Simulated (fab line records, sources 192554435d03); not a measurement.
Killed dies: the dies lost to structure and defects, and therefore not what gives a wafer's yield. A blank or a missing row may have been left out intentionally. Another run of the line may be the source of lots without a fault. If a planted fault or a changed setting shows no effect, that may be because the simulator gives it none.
fab line records -- flow n5Finfet -- part 1 of 2: steps 1 to 21 of 30
record: lots: 5, wafers: 15, lastDay: 16
route steps=1938 shown BEOL_M2@869
lots untouched by any fault: they come from a run of this same line in which no faults occurred
startH: start of the lot's first displayed wafer, in hours after the record's first day -- waitH: time in hours since the lot's previous step -- " as in the row above -- L1.1+2: one row covering several wafers at once -- - no value present, or no start provided -- * or withheld: withheld -- < > ~ a bound
route shown NAME@n: a module of which the file shows steps, and the number in the route of the first -- usual: mean/standard deviation taken from wafers without a fault -- same: alike in all rows -- chamber/n: place in a boat -- sites: the reading at each site -- _std_site: standard deviation of those values -- _edge_site: outer sites' mean less inner sites' -- radiusMm: how far each site lies from the wafer's centre -- mask NAME#n: copy n -- behind: the most recent tool/chamber to have shaped the wafer -- hold: what put the lot on hold/how long, in hours/how the hold closed -- device: the transistor (n, p or np) that didn't switch -- end of line: tests of these same wafers at the route's end -- a step with no rows: only its recipe -- killed: count of dies lost to structure and defects at first sort (not the wafer's yield) -- map: per-die view of a wafer (x killed, . not killed, _ where there is no die)
set.NAME: the setting that was run; set.NAME@STEP: the one run at that earlier step -- model.NAME: the simulator's own value behind a step, which no gauge read
a table for each step, a row for each wafer; lots at some steps of the route
services: the hour from which a tool's chamber was out of use, counted from the record's first day as startH (under 0 if before that day), plus the number of hours and why
== steps ==
step: N5_BEOL_M2_COAT_76
recipe: resist: underlayer, tempC: 205, timeS: 60, spinRpm: 1500, resistThkNm: 5
lot.wafer,tool,chamber,startH,waitH
L077.2+4+5,lithoTrack-05,0,-,-
L084.2+4+5,lithoTrack-02,0,-,-
L089.1+3+4,lithoTrack-05,0,-,-
L094.1+3+5,lithoTrack-03,0,-,-
L095.3+5+6,lithoTrack-05,0,-,-
step: N5_BEOL_M2_COAT_22
recipe: resist: CAR-EUV, spinRpm: 1500, resistThkNm: 30
lot.wafer,tool,chamber,startH,waitH
L077.2+4+5,lithoTrack-05,0,-,-
L084.2+4+5,lithoTrack-02,0,-,-
L089.1+3+4,lithoTrack-05,0,-,-
L094.1+3+5,lithoTrack-03,0,-,-
L095.3+5+6,lithoTrack-05,0,-,-
step: N5_BEOL_M2_EBR_24
recipe: solvent: PGMEA, ebrWidthMm: 1.5
lot.wafer,tool,chamber,startH,waitH
L077.2+4+5,lithoTrack-05,0,-,-
L084.2+4+5,lithoTrack-02,0,-,-
L089.1+3+4,lithoTrack-05,0,-,-
L094.1+3+5,lithoTrack-03,0,-,-
L095.3+5+6,lithoTrack-05,0,-,-
step: N5_BEOL_M2_SOFTBAKE_23
recipe: tempC: 110, timeS: 60, resist: CAR-EUV
lot.wafer,tool,chamber,startH,waitH
L077.2+4+5,lithoTrack-05,0,-,-
L084.2+4+5,lithoTrack-02,0,-,-
L089.1+3+4,lithoTrack-05,0,-,-
L094.1+3+5,lithoTrack-03,0,-,-
L095.3+5+6,lithoTrack-05,0,-,-
step: N5_BEOL_M2_EXPOSE_25
recipe: maskId: V1, na: 0.33, sourceShape: quasar, sigmaInner: 0.2, sigmaOuter: 0.8, polarization: unpolarized, defocusNm: 5, doseMj: 63
lot.wafer,tool,chamber,startH,waitH,mask
L077.2+4+5,euvScanner-02,0,147.94,-,V1#0
L084.2+4+5,euvScanner-01,0,190.35,-,V1#0
L089.1+3+4,euvScanner-02,0,223.15,-,V1#0
L094.1+3+5,euvScanner-01,0,252.19,-,V1#0
L095.3+5+6,euvScanner-01,0,260.29,-,V1#0
step: N5_BEOL_M2_PEB_26
recipe: pebTempC: 100, pebTimeS: 60, resist: CAR-EUV
lot.wafer,tool,chamber,startH,waitH
L077.2+4+5,lithoTrack-02,0,148.01,0.1
L084.2+4+5,lithoTrack-02,0,190.42,0.1
L089.1+3+4,lithoTrack-02,0,223.22,0.1
L094.1+3+5,lithoTrack-03,0,252.27,0.1
L095.3+5+6,lithoTrack-02,0,260.35,0.1
step: N5_BEOL_M2_DEVELOP_27
recipe: developTimeS: 30, developer: TMAH, resist: CAR-EUV, rinseLiquid: surfactantRinse, dry: airSpin, devTempC: 23
lot.wafer,tool,chamber,startH,waitH
L077.2+4+5,lithoTrack-02,0,-,-
L084.2+4+5,lithoTrack-02,0,-,-
L089.1+3+4,lithoTrack-02,0,-,-
L094.1+3+5,lithoTrack-03,0,-,-
L095.3+5+6,lithoTrack-02,0,-,-
step: N5_BEOL_M2_CD_MEAS_28
recipe: targetCdNm: 26.2, landingEnergyEv: 500, detector: seInlens, targetCdYNm: 24.1, polarity: opening
usual: cdNm: 26.26/0.23
lot.wafer,tool,chamber,startH,waitH,cdNm
L077.2,cdSem-03,0,148.08,-,26.11
L077.4,cdSem-03,0,148.08,-,26.54
L077.5,cdSem-03,0,148.08,-,26.02
L084.2,cdSem-02,0,190.49,-,26.38
L084.4,cdSem-02,0,190.49,-,26.43
L084.5,cdSem-02,0,190.49,-,26.61
L089.1,cdSem-01,0,223.29,-,26.40
L089.3,cdSem-01,0,223.29,-,26.41
L089.4,cdSem-01,0,223.29,-,26.16
L094.1,cdSem-01,0,252.34,-,26.26
L094.3,cdSem-01,0,252.34,-,26.11
L094.5,cdSem-01,0,252.34,-,26.01
L095.3,cdSem-02,0,260.42,-,26.41
L095.5,cdSem-02,0,260.42,-,26.45
L095.6,cdSem-02,0,260.42,-,25.97
step: N5_BEOL_M2_OVL_MEAS_29
recipe: pointsPerWafer: 522
usual: V1_OVL: 0.0/0.66
lot.wafer,tool,chamber,startH,waitH,V1_OVL[nm]
L077.2,overlay-01,0,148.11,0.0,0.1
L077.4,overlay-01,0,148.11,0.0,0.4
L077.5,overlay-01,0,148.11,0.0,1.1
L084.2,overlay-01,0,190.52,0.0,-0.8
L084.4,overlay-01,0,190.52,0.0,0.2
L084.5,overlay-01,0,190.52,0.0,0.2
L089.1,overlay-02,0,223.32,0.0,-0.5
L089.3,overlay-02,0,223.32,0.0,-0.6
L089.4,overlay-02,0,223.32,0.0,-1.7
L094.1,overlay-02,0,252.37,0.0,0.2
L094.3,overlay-02,0,252.37,0.0,0.5
L094.5,overlay-02,0,252.37,0.0,0.5
L095.3,overlay-02,0,260.46,0.0,-0.7
L095.5,overlay-02,0,260.46,0.0,1.0
L095.6,overlay-02,0,260.46,0.0,0.6
step: N5_BEOL_M2_INSPECT_30
recipe: mode: adi, inspectInstrument: brightfield
usual: rawDefectCount: 439/110
lot.wafer,tool,chamber,startH,waitH,rawDefectCount
L077.2,defectInspect-02,-,148.16,0.0,447
L077.4,defectInspect-02,-,148.16,0.0,332
L077.5,defectInspect-02,-,148.16,0.0,406
L084.2,defectInspect-01,-,190.58,0.0,589
L084.4,defectInspect-01,-,190.58,0.0,512
L084.5,defectInspect-01,-,190.58,0.0,490
L089.1,defectInspect-02,-,223.38,0.1,423
L089.3,defectInspect-02,-,223.38,0.1,514
L089.4,defectInspect-02,-,223.38,0.1,502
L094.1,defectInspect-01,-,252.43,0.1,402
L094.3,defectInspect-01,-,252.43,0.1,526
L094.5,defectInspect-01,-,252.43,0.1,510
L095.3,defectInspect-02,-,260.50,0.0,387
L095.5,defectInspect-02,-,260.50,0.0,435
L095.6,defectInspect-02,-,260.50,0.0,582
step: N5_BEOL_M2_DESCUM_33
recipe: chemistry: O2, timeS: 7, sourcePowerW: 50, biasPowerW: 20, pressureMtorr: 20, rfFrequencyHz: 2.712e+07, tempC: 40, resist: CAR-EUV, o2FlowSccm: 225
usual: drypumpMotorCurrentA: 5.59/0.29, oesProductAu: 0.80/0.089, rfVppV: 242.6/1.3, showerheadPlenumPTorr: 2.05/0.054, throttleValvePct: 20.43/0.25
lot.wafer,tool,chamber,startH,waitH,drypumpMotorCurrentA,oesProductAu,rfHoursCounterH,rfVppV,showerheadPlenumPTorr,throttleValvePct
L077.2,rieDiel-06,0,148.20,0.0,6.04,0.88,26,242.6,2.04,20.15
L077.4,rieDiel-06,2,148.20,0.0,5.56,0.86,-,244.0,2.11,20.30
L077.5,rieDiel-06,1,148.20,0.0,5.41,0.91,-,243.6,2.14,20.30
L084.2,rieDiel-03,0,190.61,0.0,5.10,0.68,243,244.3,2.15,20.35
L084.4,rieDiel-03,1,190.61,0.0,5.23,0.78,117,241.7,2.04,20.50
L084.5,rieDiel-03,2,190.61,0.0,5.73,0.90,-,244.4,2.12,20.16
L089.1,rieDiel-03,2,223.42,0.0,5.72,0.88,64,241.8,2.11,20.19
L089.3,rieDiel-03,1,223.42,0.0,5.21,0.78,132,242.6,2.04,20.55
L089.4,rieDiel-03,3,223.42,0.0,5.90,0.73,-,242.0,2.04,20.11
L094.1,rieDiel-03,1,252.46,0.0,5.21,0.77,145,241.5,2.04,20.54
L094.3,rieDiel-03,0,252.46,0.0,5.08,0.94,6,244.6,2.15,19.98
L094.5,rieDiel-03,1,252.46,0.0,5.23,0.77,-,241.6,2.04,20.53
L095.3,rieDiel-06,1,260.59,0.1,5.42,0.84,61,243.7,2.12,20.35
L095.5,rieDiel-06,3,260.59,0.1,5.94,0.67,-,241.2,1.98,20.69
L095.6,rieDiel-06,2,260.59,0.1,5.53,0.82,-,244.0,2.10,20.35
step: N5_BEOL_M2_ETCH_77
recipe: chemistry: N2/H2, target: underlayer, targetDepthA: 65, maskMaterial: CAR-EUV, timeS: 5.2, ionEnergyEv: 200, pressureMtorr: 30, sourceW: 840, biasW: 150, n2FlowSccm: 200, h2FlowSccm: 200, ends: cleared
usual: drypumpMotorCurrentA: 5.60/0.28, etchRfOnTimeS: 5.26/0.18, oesProductAu: 0.68/0.076, rfVppV: 522.7/2.1, showerheadPlenumPTorr: 2.50/0.066, throttleValvePct: 17.9/0.32
lot.wafer,tool,chamber,startH,waitH,drypumpMotorCurrentA,etchRfOnTimeS,oesProductAu,rfHoursCounterH,rfVppV,showerheadPlenumPTorr,throttleValvePct
L077.2,rieDiel-06,0,148.23,0.0,6.01,5.46,0.75,26,520.6,2.48,17.5
L077.4,rieDiel-06,2,148.23,0.0,5.54,5.01,0.74,-,525.5,2.60,18.0
L077.5,rieDiel-06,1,148.23,0.0,5.42,5.08,0.78,-,526.6,2.60,17.7
L084.2,rieDiel-03,0,190.64,0.0,5.09,5.15,0.58,243,524.5,2.62,17.8
L084.4,rieDiel-03,1,190.64,0.0,5.19,5.39,0.67,117,519.5,2.42,17.5
L084.5,rieDiel-03,2,190.64,0.0,5.71,5.40,0.74,-,524.7,2.56,17.5
L089.1,rieDiel-03,2,223.45,0.0,5.70,5.32,0.72,64,525.9,2.56,17.5
L089.3,rieDiel-03,1,223.45,0.0,5.22,5.26,0.67,132,521.0,2.41,17.6
L089.4,rieDiel-03,3,223.45,0.0,5.98,5.48,0.60,-,522.5,2.52,17.8
L094.1,rieDiel-03,1,252.50,0.0,5.24,5.27,0.66,145,521.7,2.41,17.6
L094.3,rieDiel-03,0,252.50,0.0,5.11,5.04,0.80,6,528.0,2.61,17.4
L094.5,rieDiel-03,1,252.50,0.0,5.25,5.28,0.66,-,522.8,2.41,17.6
L095.3,rieDiel-06,1,260.62,0.0,5.42,5.22,0.72,61,526.0,2.59,17.7
L095.5,rieDiel-06,3,260.62,0.0,5.92,5.31,0.58,-,520.0,2.39,18.0
L095.6,rieDiel-06,2,260.62,0.0,5.53,5.05,0.71,-,522.5,2.58,18.1
step: N5_BEOL_M2_ETCH_69
recipe: chemistry: CF4, target: SiARC, targetDepthA: 156, maskMaterial: CAR-EUV, timeS: 26, ionEnergyEv: 80, pressureMtorr: 40, sourceW: 545, biasW: 36, Ar_flow_sccm: 100, cf4FlowSccm: 100, ends: cleared
usual: drypumpMotorCurrentA: 5.59/0.29, etchRfOnTimeS: 26.2/0.8, oesProductAu: 0.68/0.076, rfVppV: 183.6/1.1, showerheadPlenumPTorr: 2.11/0.053, throttleValvePct: 15.62/0.26
lot.wafer,tool,chamber,startH,waitH,drypumpMotorCurrentA,etchRfOnTimeS,oesProductAu,rfHoursCounterH,rfVppV,showerheadPlenumPTorr,throttleValvePct
L077.2,rieDiel-06,0,148.25,0.0,6.00,26.8,0.76,26,181.9,2.09,15.29
L077.4,rieDiel-06,2,148.25,0.0,5.55,24.9,0.74,-,186.0,2.18,15.50
L077.5,rieDiel-06,1,148.25,0.0,5.41,25.0,0.80,-,184.3,2.18,15.40
L084.2,rieDiel-03,0,190.66,0.0,5.11,25.2,0.60,243,185.0,2.20,15.63
L084.4,rieDiel-03,1,190.66,0.0,5.22,26.8,0.67,117,183.3,2.06,15.48
L084.5,rieDiel-03,2,190.66,0.0,5.70,27.1,0.74,-,184.3,2.18,15.44
L089.1,rieDiel-03,2,223.47,0.0,5.72,26.9,0.72,64,184.9,2.18,15.48
L089.3,rieDiel-03,1,223.47,0.0,5.21,26.6,0.66,132,182.1,2.06,15.50
L089.4,rieDiel-03,3,223.47,0.0,5.91,26.9,0.61,-,183.5,2.11,15.53
L094.1,rieDiel-03,1,252.51,0.0,5.23,26.3,0.66,145,183.0,2.05,15.55
L094.3,rieDiel-03,0,252.51,0.0,5.10,25.2,0.82,6,184.8,2.20,15.15
L094.5,rieDiel-03,1,252.51,0.0,5.24,26.2,0.66,-,183.6,2.05,15.55
L095.3,rieDiel-06,1,260.64,0.0,5.40,25.6,0.74,61,184.4,2.17,15.50
L095.5,rieDiel-06,3,260.64,0.0,5.91,25.9,0.59,-,181.5,2.03,15.91
L095.6,rieDiel-06,2,260.64,0.0,5.54,25.1,0.72,-,182.7,2.17,15.57
step: N5_BEOL_M2_ALD_98
recipe: material: SiO2, targetThkA: 25, tempC: 100, aldPrecursorFamily: BDEAS, aldCoReactant: O2-plasma, pulseTimeS: 1, coReactantPulseTimeS: 1, purgeTimeS: 2, coReactantPurgeTimeS: 2, aldCycles: 17, pressureTorr: 2
usual: heaterPowerW: 75/6.3, precursorPulseHeightRel: 1.003/0.02, susceptorTempC: 100.00/0.14
lot.wafer,tool,chamber,startH,waitH,heaterPowerW,precursorPulseHeightRel,susceptorTempC
L077.2,aldSin-03,0,148.33,0.1,80,1.046,100.03
L077.4,aldSin-03,3,148.33,0.1,83,1.010,100.08
L077.5,aldSin-03,3,148.33,0.1,84,0.974,100.17
L084.2,aldSin-03,2,191.02,0.3,74,0.984,100.24
L084.4,aldSin-03,3,191.02,0.3,87,1.007,100.00
L084.5,aldSin-03,0,191.02,0.3,76,0.980,100.00
L089.1,aldSin-01,3,223.83,0.3,72,1.029,100.12
L089.3,aldSin-01,2,223.83,0.3,77,0.994,100.08
L089.4,aldSin-01,1,223.83,0.3,78,0.981,99.49
L094.1,aldSin-01,2,253.00,0.5,78,1.007,99.86
L094.3,aldSin-01,0,253.00,0.5,62,1.010,99.89
L094.5,aldSin-01,0,253.00,0.5,62,1.018,99.83
L095.3,aldSin-01,2,261.17,0.5,78,0.970,99.89
L095.5,aldSin-01,3,261.17,0.5,74,0.984,100.10
L095.6,aldSin-01,2,261.17,0.5,78,1.002,99.80
step: N5_BEOL_M2_ETCHBACK_99
recipe: chemistry: CHF3, target: SiO2, targetDepthA: 50, timeS: 10.4, sourceW: 215, biasW: 47, Ar_flow_sccm: 200, CHF3_flow_sccm: 12, ionEnergyEv: 100, pressureMtorr: 30
usual: drypumpMotorCurrentA: 5.58/0.29, oes_ar_750_au: 0.79/0.08, oes_f_703_au: 0.79/0.083, oesProductAu: 0.79/0.085, rfVppV: 240/7.4, showerheadPlenumPTorr: 2.12/0.061, throttleValvePct: 17.06/0.26
lot.wafer,tool,chamber,startH,waitH,drypumpMotorCurrentA,oes_ar_750_au,oes_f_703_au,oesProductAu,rfHoursCounterH,rfVppV,showerheadPlenumPTorr,throttleValvePct
L077.2,rieDiel-03,3,149.44,1.1,5.91,0.72,0.70,0.74,154,236,2.13,16.94
L077.4,rieDiel-03,0,149.44,1.1,5.07,0.70,0.71,0.70,227,245,2.22,17.05
L077.5,rieDiel-03,3,149.44,1.1,5.92,0.73,0.71,0.74,-,236,2.13,16.93
L084.2,rieDiel-02,2,200.98,9.9,5.69,0.72,0.72,0.70,223,235,2.10,17.19
L084.4,rieDiel-02,3,200.98,9.9,5.75,0.90,0.91,0.92,18,246,2.11,16.91
L084.5,rieDiel-02,0,200.98,9.9,5.70,0.73,0.72,0.70,-,227,2.03,17.24
L089.1,rieDiel-06,1,228.37,4.5,5.40,0.88,0.89,0.87,50,239,2.19,16.98
L089.3,rieDiel-06,0,228.37,4.5,6.01,0.84,0.84,0.83,51,241,2.07,16.71
L089.4,rieDiel-06,3,228.37,4.5,5.94,0.70,0.69,0.68,231,230,2.03,17.29
L094.1,rieDiel-06,0,258.55,5.5,6.02,0.82,0.83,0.83,61,239,2.07,16.73
L094.3,rieDiel-06,1,258.55,5.5,5.41,0.87,0.89,0.85,60,240,2.19,17.00
L094.5,rieDiel-06,0,258.55,5.5,6.05,0.83,0.83,0.83,-,239,2.07,16.73
L095.3,rieDiel-03,3,264.69,3.5,5.88,0.69,0.67,0.70,199,235,2.12,17.01
L095.5,rieDiel-03,2,264.69,3.5,5.70,0.82,0.80,0.84,-,251,2.18,16.93
L095.6,rieDiel-03,1,264.69,3.5,5.22,0.76,0.77,0.76,-,245,2.05,16.93
step: N5_BEOL_M2_ETCH_70
recipe: chemistry: N2/H2, target: SOC, targetDepthA: 800, overetchA: 240, maskMaterial: SiARC, tempC: 40, timeS: 130, ionEnergyEv: 200, pressureMtorr: 30, sourceW: 840, biasW: 150, n2FlowSccm: 200, h2FlowSccm: 200
usual: drypumpMotorCurrentA: 5.59/0.29, oesProductAu: 0.59/0.059, rfVppV: 522.8/2.1, showerheadPlenumPTorr: 2.51/0.068, throttleValvePct: 17.9/0.32
lot.wafer,tool,chamber,startH,waitH,drypumpMotorCurrentA,oesProductAu,rfHoursCounterH,rfVppV,showerheadPlenumPTorr,throttleValvePct
L077.2,rieDiel-03,3,149.48,0.0,5.92,0.56,154,523.6,2.53,17.7
L077.4,rieDiel-03,0,149.48,0.0,5.11,0.51,227,526.2,2.63,17.7
L077.5,rieDiel-03,3,149.48,0.0,5.90,0.56,-,524.5,2.53,17.7
L084.2,rieDiel-02,2,201.01,0.0,5.72,0.51,223,522.6,2.51,18.1
L084.4,rieDiel-02,3,201.01,0.0,5.77,0.67,18,521.5,2.52,17.9
L084.5,rieDiel-02,0,201.01,0.0,5.71,0.53,-,518.9,2.45,18.4
L089.1,rieDiel-06,1,228.41,0.0,5.41,0.64,50,524.6,2.59,17.7
L089.3,rieDiel-06,0,228.41,0.0,6.03,0.64,51,520.9,2.47,17.5
L089.4,rieDiel-06,3,228.41,0.0,5.94,0.51,231,519.2,2.40,18.0
L094.1,rieDiel-06,0,258.59,0.0,6.01,0.62,61,520.8,2.46,17.5
L094.3,rieDiel-06,1,258.59,0.0,5.43,0.63,60,525.8,2.59,17.7
L094.5,rieDiel-06,0,258.59,0.0,5.99,0.62,-,521.8,2.46,17.5
L095.3,rieDiel-03,3,264.72,0.0,5.87,0.53,199,522.2,2.52,17.8
L095.5,rieDiel-03,2,264.72,0.0,5.74,0.63,-,526.2,2.55,17.5
L095.6,rieDiel-03,1,264.72,0.0,5.24,0.57,-,520.8,2.41,17.5
step: N5_BEOL_M2_STRIP_71
recipe: chemistry: N2/H2, tempC: 40, n2FlowSccm: 200, h2FlowSccm: 200, rfFrequencyHz: 6e+07
lot.wafer,tool,chamber,startH,waitH
L077.2+4+5,rieDiel-03,"3,0,3",149.56,0.0
L084.2+4+5,rieDiel-02,"2,3,0",201.10,0.0
L089.1+3+4,rieDiel-06,"1,0,3",228.49,0.0
L094.1+3+5,rieDiel-06,"0,1,0",258.67,0.0
L095.3+5+6,rieDiel-03,"3,2,1",264.81,0.0
step: N5_BEOL_M2_STRIP_78
recipe: chemistry: N2/H2, tempC: 40, n2FlowSccm: 200, h2FlowSccm: 200, rfFrequencyHz: 6e+07
lot.wafer,tool,chamber,startH,waitH
L077.2+4+5,rieDiel-03,"3,0,3",149.57,0.0
L084.2+4+5,rieDiel-02,"2,3,0",201.11,0.0
L089.1+3+4,rieDiel-06,"1,0,3",228.50,0.0
L094.1+3+5,rieDiel-06,"0,1,0",258.68,0.0
L095.3+5+6,rieDiel-03,"3,2,1",264.82,0.0
step: N5_BEOL_M2_VIA_ETCH_34
recipe: chemistry: C4F6/O2, targetDepthA: 694, maskMaterial: SOC, pressureMtorr: 15, ionEnergyEv: 250, taperDeg: 4, timeS: 65.9, sourceW: 350, biasW: 170, Ar_flow_sccm: 300, C4F6_flow_sccm: 10, O2_flow_sccm: 10
usual: drypumpMotorCurrentA: 5.59/0.29, oes_ar_750_au: 0.79/0.08, oes_f_703_au: 0.79/0.082, oesProductAu: 0.79/0.086, rfVppV: 664/20, showerheadPlenumPTorr: 2.80/0.078, throttleValvePct: 30.8/0.41
lot.wafer,tool,chamber,startH,waitH,drypumpMotorCurrentA,oes_ar_750_au,oes_f_703_au,oesProductAu,rfHoursCounterH,rfVppV,showerheadPlenumPTorr,throttleValvePct
L077.2,rieDiel-03,3,149.58,0.0,5.92,0.73,0.70,0.74,154,651,2.82,30.4
L077.4,rieDiel-03,0,149.58,0.0,5.09,0.71,0.70,0.69,227,677,2.93,30.6
L077.5,rieDiel-03,3,149.58,0.0,5.89,0.72,0.70,0.74,-,652,2.82,30.4
L084.2,rieDiel-02,2,201.12,0.0,5.73,0.71,0.72,0.69,223,651,2.78,30.8
L084.4,rieDiel-02,3,201.12,0.0,5.75,0.91,0.90,0.92,18,679,2.79,30.9
L084.5,rieDiel-02,0,201.12,0.0,5.69,0.72,0.72,0.70,-,628,2.68,30.8
L089.1,rieDiel-06,1,228.51,0.0,5.40,0.88,0.90,0.87,50,662,2.89,30.7
L089.3,rieDiel-06,0,228.51,0.0,6.04,0.85,0.84,0.83,51,663,2.74,30.2
L089.4,rieDiel-06,3,228.51,0.0,5.92,0.69,0.70,0.68,231,638,2.68,30.8
L094.1,rieDiel-06,0,258.69,0.0,6.04,0.83,0.83,0.83,61,665,2.73,30.2
L094.3,rieDiel-06,1,258.69,0.0,5.43,0.86,0.88,0.84,60,662,2.88,30.7
L094.5,rieDiel-06,0,258.69,0.0,6.03,0.83,0.82,0.81,-,664,2.73,30.2
L095.3,rieDiel-03,3,264.83,0.0,5.93,0.70,0.67,0.70,199,650,2.80,30.5
L095.5,rieDiel-03,2,264.83,0.0,5.71,0.83,0.79,0.85,-,692,2.88,30.7
L095.6,rieDiel-03,1,264.83,0.0,5.23,0.77,0.77,0.77,-,682,2.71,30.4
step: N5_BEOL_M2_STRIP_83
recipe: chemistry: C4F6/O2, resist: SiARC, rfFrequencyHz: 6e+07
lot.wafer,tool,chamber,startH,waitH
L077.2+4+5,rieDiel-03,"3,0,3",149.64,0.0
L084.2+4+5,rieDiel-02,"2,3,0",201.17,0.0
L089.1+3+4,rieDiel-06,"1,0,3",228.56,0.0
L094.1+3+5,rieDiel-06,"0,1,0",258.74,0.0
L095.3+5+6,rieDiel-03,"3,2,1",264.88,0.0
step: N5_BEOL_M2_STRIP_36
recipe: chemistry: N2/H2, powerW: 450, tempC: 40, pressureMtorr: 20, rfFrequencyHz: 6e+07, overashFraction: 0.3, biasPowerW: 7, h2Frac: 0.5, n2FlowSccm: 200, h2FlowSccm: 200
usual: drypumpMotorCurrentA: 5.59/0.29, oesProductAu: 0.79/0.085, rfVppV: 59.0/1.4, showerheadPlenumPTorr: 2.50/0.068, throttleValvePct: 23.7/0.46
lot.wafer,tool,chamber,startH,waitH,drypumpMotorCurrentA,oesProductAu,rfHoursCounterH,rfVppV,showerheadPlenumPTorr,throttleValvePct
L077.2,rieDiel-03,3,149.65,0.0,5.86,0.74,154,59.8,2.53,23.6
L077.4,rieDiel-03,0,149.65,0.0,5.09,0.69,227,59.5,2.62,23.4
L077.5,rieDiel-03,3,149.65,0.0,5.92,0.74,-,59.1,2.53,23.5
L084.2,rieDiel-02,2,201.18,0.0,5.72,0.70,223,60.8,2.50,24.2
L084.4,rieDiel-02,3,201.18,0.0,5.74,0.92,18,57.4,2.51,24.1
L084.5,rieDiel-02,0,201.18,0.0,5.67,0.70,-,56.2,2.44,24.4
L089.1,rieDiel-06,1,228.57,0.0,5.41,0.86,50,59.6,2.59,23.4
L089.3,rieDiel-06,0,228.57,0.0,6.06,0.83,51,59.3,2.46,23.2
L089.4,rieDiel-06,3,228.57,0.0,5.95,0.68,231,55.9,2.39,23.6
L094.1,rieDiel-06,0,258.75,0.0,6.03,0.83,61,59.2,2.46,23.2
L094.3,rieDiel-06,1,258.75,0.0,5.42,0.85,60,60.5,2.58,23.5
L094.5,rieDiel-06,0,258.75,0.0,6.02,0.82,-,59.9,2.46,23.2
L095.3,rieDiel-03,3,264.89,0.0,5.91,0.72,199,60.4,2.51,23.6
L095.5,rieDiel-03,2,264.89,0.0,5.70,0.85,-,60.2,2.55,23.3
L095.6,rieDiel-03,1,264.89,0.0,5.23,0.77,-,59.2,2.40,23.2
